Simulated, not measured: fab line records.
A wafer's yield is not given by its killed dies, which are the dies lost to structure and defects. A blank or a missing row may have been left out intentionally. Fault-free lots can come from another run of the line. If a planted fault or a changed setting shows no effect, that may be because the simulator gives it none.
2 desks looking at one fault | flow n5-finfet | numbers are kept per desk, each desk with only its own; the story behind them comes last

THE TOOL OWNER'S DESK: ald-sin-02
The tool's own readings at N5_SDB_ALD_29 (deposits SiNx, target thk 30 nm, pulse time 1 s, ald cycles 600): means of the sampled wafers that have a number, for each lot that ran on this tool. A lot is out of limits, marked OUT, if its mean lies more than 4 standard deviations from the usual mean; the brackets give that distance.
Columns: A = heater-power-w at N5_SDB_ALD_29, usual 851 W; B = precursor-pulse-height-rel at N5_SDB_ALD_29, usual 1.000
lot  | first seen here | A   | B
L632 | day 3 23:19     | 818 | 1.012
L636 | day 4 22:47     | 842 | 1.003
L638 | day 5 06:09     | 801 | 1.007
L639 | day 5 16:32     | 857 | 1.001
L642 | day 6 07:52     | 798 | 1.007
L646 | day 7 09:04     | 794 | 1.011
L647 | day 7 12:34     | 795 | 1.003
Finding of this desk: none of the 7 lots has anything out of limits.

FROM THE METROLOGY DESK
What the gauges read for every lot (on any tool): the sampled wafers with a number, averaged. A lot is out of limits, marked OUT, if its mean lies more than 4 standard deviations from the usual mean; the brackets give that distance.
Columns: A = cd-nm at N5_MIM_TOP_LITHO_CD_MEAS_08, usual 1997.1 nm
lot  | first seen here | A
L632 | day 11 11:23    | 1993.8
L633 | day 12 03:31    | 1999.7
L637 | day 12 19:29    | 1997.0
L636 | day 12 19:32    | 1999.2
L639 | day 13 03:20    | 1994.7
L638 | day 13 15:20    | 1998.5
L642 | day 14 06:47    | 1997.2
L644 | day 14 12:30    | 1999.4
L646 | day 15 01:04    | 1997.3
L645 | day 15 02:50    | 1998.1
L647 | day 15 17:25    | 1996.6
L655 | day 18 02:32    | 1992.0
Finding of this desk: none of the 12 lots has anything out of limits.

BROUGHT TOGETHER
The tool owner's desk saw nothing out of limits.
Nothing out of limits was seen by the metrology desk.

WHAT THE SIMULATOR HAD PUT IN
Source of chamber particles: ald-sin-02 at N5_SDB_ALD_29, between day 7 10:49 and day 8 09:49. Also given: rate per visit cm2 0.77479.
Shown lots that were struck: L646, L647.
